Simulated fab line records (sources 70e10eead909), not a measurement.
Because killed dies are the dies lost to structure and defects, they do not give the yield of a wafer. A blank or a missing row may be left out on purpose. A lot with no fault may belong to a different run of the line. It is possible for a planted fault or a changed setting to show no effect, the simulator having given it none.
Matching of chambers | flow nand harc | ald metal-01 running NHARC_P_CONTACT_ALD_22: 4 sister chambers
The step deposits TiN, target thk 3 nm, pulse time 1 s, ald cycles 150. 14 wafers are shown with their chamber, then 7 later ones without.

## WAFERS WITH THEIR CHAMBER
wafer  | chamber | heater power w (W) | precursor pulse height rel | susceptor temp C (C)
L078.1 | 3       | 1122               | 1.021                      | 450.10
L078.3 | 1       | 992                | 1.016                      | 449.92
L078.5 | 3       | 1121               | 1.006                      | 449.91
L079.2 | 0       | 1217               | 0.984                      | 450.02
L079.4 | 2       | 1030               | 0.997                      | 450.18
L079.5 | 3       | 1143               | 1.014                      | 449.62
L084.3 | 1       | 953                | 0.964                      | 450.16
L084.4 | 2       | 1064               | 1.014                      | 450.04
L084.5 | 0       | 1082               | 0.991                      | 450.06
L088.1 | 1       | 953                | 0.980                      | 449.74
L088.2 | 3       | 1127               | 1.017                      | 449.85
L088.4 | 3       | 1176               | 0.989                      | 449.85
L090.1 | 3       | 1153               | 1.017                      | 449.69
L090.4 | 1       | 939                | 0.955                      | 449.83

SIGNATURES (means of the wafers above)
reading                    | chamber 0 | chamber 1 | chamber 2 | chamber 3 | scatter within a chamber
heater power w             | 1149.50   | 959.25    | 1047.00   | 1140.33   | 36.8
precursor pulse height rel | 0.98750   | 0.97875   | 1.00550   | 1.01067   | 0.0174
susceptor temp C           | 450.0400  | 449.9125  | 450.1100  | 449.8367  | 0.159
Rule: for a wafer and a chamber, the distance is found by dividing, reading by reading, the gap between the wafer's reading and the chamber's mean by the reading's scatter, squaring, summing and taking the root. The wafer belongs to the nearest chamber; if the next one is less than 2 further off, it can't be placed. The scatter: the root of (the sum of the squares of (reading less its chamber's mean) over the shown wafers, divided by (wafers less chambers)).

## WAFERS WITH NO CHAMBER GIVEN
wafer  | heater power w (W) | precursor pulse height rel | susceptor temp C (C)
L090.5 | 1062               | 1.009                      | 450.06
L093.1 | 926                | 1.016                      | 450.18
L093.5 | 936                | 0.995                      | 449.77
L093.6 | 1052               | 1.019                      | 450.03
L095.1 | 1164               | 0.971                      | 450.24
L095.2 | 1075               | 1.001                      | 450.01
L095.4 | 1101               | 1.023                      | 450.19

## CHAMBER TAKEN BY EACH
wafer  | from the rows above          | in truth
L090.5 | can't be placed: 2 or 3      | 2
L093.1 | can't be placed: 1 or 2      | 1
L093.5 | 1                            | 1
L093.6 | can't be placed: 2 or 3      | 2
L095.1 | can't be placed: 0 or 3      | 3
L095.2 | can't be placed: 2 or 3 or 0 | 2
L095.4 | can't be placed: 2 or 3 or 0 | 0
1 of 7 placed correctly. Not placeable from these rows: 6 (in 6, the candidates include the true chamber). Number placed wrongly: 0.
